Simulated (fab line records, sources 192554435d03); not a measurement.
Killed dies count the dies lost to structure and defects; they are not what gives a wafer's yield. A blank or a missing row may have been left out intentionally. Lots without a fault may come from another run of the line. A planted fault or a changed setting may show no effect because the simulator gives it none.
A lot that was struck, set against a sound lot | flow n5-finfet | 18 out of 1938 route steps
Sound: these wafers, L768.3, L768.4, L768.5. Wafers L776.1, L776.3, L776.6 were the ones struck. The cause is named last.
Order at every step that has rows: each side's tool, ch and its chambers, its first start. Under that, the readings that differ: sound wafers | struck wafers | difference of the means | sigmas: that difference in standard deviations of wafers without a fault.
alike: a reading whose means differ by less than 2 such deviations, as well as words and numbers matching on both sides. not compared: withheld readings; readings where some wafer has no value; bounds like >300 that might hide an equal value; numbers whose values overlap and for which the record gives no deviation.
Wherever a step has rows on one side only, a row that says differs or no value, or a row with sigmas, the two part there. Non-overlapping numbers with no deviation appear without sigmas and do not part them. Lack of a reading on every wafer of one side parts them only where that side has two or more wafers.

first, 6 steps without rows for these wafers: N5_BEOL_M8_COAT_22 (resist thk 30 nm); N5_BEOL_M8_EBR_24; N5_BEOL_M8_SOFTBAKE_23 (time 60 s); N5_BEOL_M8_EXPOSE_25 (exposes mask V7, target cd 40 nm); N5_BEOL_M8_PEB_26 (peb time 60 s); N5_BEOL_M8_DEVELOP_27 (develop time 30 s).
N5_BEOL_M8_CD_MEAS_28: the cd target is 40 nm.
  sound on cd-sem-01 ch 0, day 10 20:20; struck on cd-sem-02 ch 0, day 13 05:20
  alike: cd-nm
N5_BEOL_M8_OVL_MEAS_29:
  sound on overlay-01 ch 0, day 10 20:23; struck on overlay-01 ch 0, day 13 05:22
  alike: V7_OVL
N5_BEOL_M8_INSPECT_30: inspects for defects (brightfield).
  struck on defect-inspect-01, day 13 05:26; sound on defect-inspect-01, day 10 20:26
  alike: raw-defect-count
N5_BEOL_M8_DESCUM_33: chemistry O2, time 7 s.
  sound on rie-diel-05 ch 2,3, day 10 20:28; struck on rie-diel-05 ch 1,2,3, day 13 05:28
  alike: drypump-motor-current-A, oes-product-au, rf-vpp-V, showerhead-plenum-p-Torr, throttle-valve-pct
  not compared: rf-hours-counter-h
N5_BEOL_M8_ETCH_72: etches underlayer in N2/H2, target depth 6.5 nm, time 5.2 s.
  sound on rie-diel-05 ch 2,3, day 10 20:29; struck on rie-diel-05 ch 1,2,3, day 13 05:29
  alike: bias-w, drypump-motor-current-A, etch-rf-on-time-s, oes-product-au, rf-fwd-power-W, rf-vpp-V, showerhead-plenum-p-Torr, throttle-valve-pct
  not compared: rf-hours-counter-h
N5_BEOL_M8_ETCH_65: etches SiARC in CF4, target depth 15.6 nm, time 26 s.
  sound on rie-diel-05 ch 2,3, day 10 20:31; struck on rie-diel-05 ch 1,2,3, day 13 05:31
  alike: bias-w, drypump-motor-current-A, etch-rf-on-time-s, oes-product-au, rf-fwd-power-W, rf-vpp-V, showerhead-plenum-p-Torr, throttle-valve-pct
  not compared: rf-hours-counter-h
N5_BEOL_M8_ETCH_66: etches SOC in N2/H2, target depth 80 nm, overetch 16 nm, time 120 s.
  sound on rie-diel-05 ch 2,3, day 10 20:32; struck on rie-diel-05 ch 1,2,3, day 13 05:32
  reading                                    | sound             | struck            | difference | sigmas
  rf-fwd-power-W (W)                         | 834.6 831.2 833.4 | 633.3 636.3 634.6 | -198.3     | -73
  rf-vpp-V (V)                               | 521.9 527.2 522.7 | 571.2 571.4 577.6 | +49.5      | +19
  model.SiARC_of_BEOL_M8_COAT_64.thk-nm (nm) | 6.6 6.6 6.6       | 7.4 7.2 7.4       | +0.7       |
  alike: bias-w, drypump-motor-current-A, oes-product-au, showerhead-plenum-p-Torr, throttle-valve-pct, model.BEOL_M8.cd-nm
  not compared: rf-hours-counter-h
then, 2 steps without rows for these wafers: N5_BEOL_M8_STRIP_69 (strips in N2/H2); N5_BEOL_M8_STRIP_73 (strips in N2/H2).
N5_BEOL_M8_VIA_ETCH_34: etches SiCOH lowk in C4F6/O2, target depth 125.5 nm, time 50.5 s.
  sound on rie-diel-05 ch 2,3, day 10 20:38; struck on rie-diel-05 ch 1,2,3, day 13 05:38
  alike: O2_flow_sccm, bias-w, drypump-motor-current-A, oes-product-au, rf-fwd-power-W, rf-vpp-V, showerhead-plenum-p-Torr, throttle-valve-pct
  not compared: rf-hours-counter-h, model.BEOL_M8.cd-nm
then, 2 steps without rows for these wafers: N5_BEOL_M8_STRIP_76 (strips in C4F6/O2); N5_PASSIVATION_PROBE_49.

== WHERE THEY PART ==
N5_BEOL_M8_ETCH_66 only, going by this record. Later steps at which nothing parts them and some readings are alike: N5_BEOL_M8_VIA_ETCH_34.

WHY: what the simulator had put in
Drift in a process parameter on rie-diel-05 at N5_BEOL_M8_ETCH_66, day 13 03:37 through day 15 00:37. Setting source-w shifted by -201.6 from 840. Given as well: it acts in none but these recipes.
